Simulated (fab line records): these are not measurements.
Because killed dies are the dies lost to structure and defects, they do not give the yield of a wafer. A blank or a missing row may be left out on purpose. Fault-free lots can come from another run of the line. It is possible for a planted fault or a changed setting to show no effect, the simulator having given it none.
What tool caused it? / flow nandHarc / at 1 step of a route of 1302, 6 lots with 18 wafers sampled

== WHAT THE GAUGES READ, wafer by wafer ==
NHARC_A_SLIT_INSPECT_11.
lot=L432; measured=day 20 06:58; on=defectInspect-01; rawDefectCount=120 124 100
lot=L435; measured=day 21 13:37; on=defectInspect-01; rawDefectCount=73 67 69
lot=L438; measured=day 23 05:09; on=defectInspect-01; rawDefectCount=59 62 58
lot=L443; measured=day 24 03:34; on=defectInspect-02; rawDefectCount=81 86 79
lot=L450; measured=day 27 02:35; on=defectInspect-01; rawDefectCount=51 56 50
lot=L454; measured=day 28 11:42; on=defectInspect-01; rawDefectCount=31 32 28

== WHICH TOOL RAN EACH LOT (tool, then ch and the chambers of the sampled wafers, then the start) ==
There is no process step in the record ahead of these readings.

== THE ANSWER, worked out from the rows above alone ==
Rule: the lots themselves supply what counts as usual. The widest of any qualifying gaps counts: lots, ordered by their means at a reading, are off when they make up no more than a third of the lots, leave a main group of 4 or more, and stand apart from it by 3 or more times the standard deviation of that group's means. If all means in a main group match to the digits the tables above print for the reading, that group is not used. Also off: a lot with no number at a reading for which 4 or more lots have one. Where the step has rows for the other lots, those lots are counted as sound.
None of the lots is off at any reading shown; this tells nothing.

== WHAT THE SIMULATOR HAD INSERTED ==
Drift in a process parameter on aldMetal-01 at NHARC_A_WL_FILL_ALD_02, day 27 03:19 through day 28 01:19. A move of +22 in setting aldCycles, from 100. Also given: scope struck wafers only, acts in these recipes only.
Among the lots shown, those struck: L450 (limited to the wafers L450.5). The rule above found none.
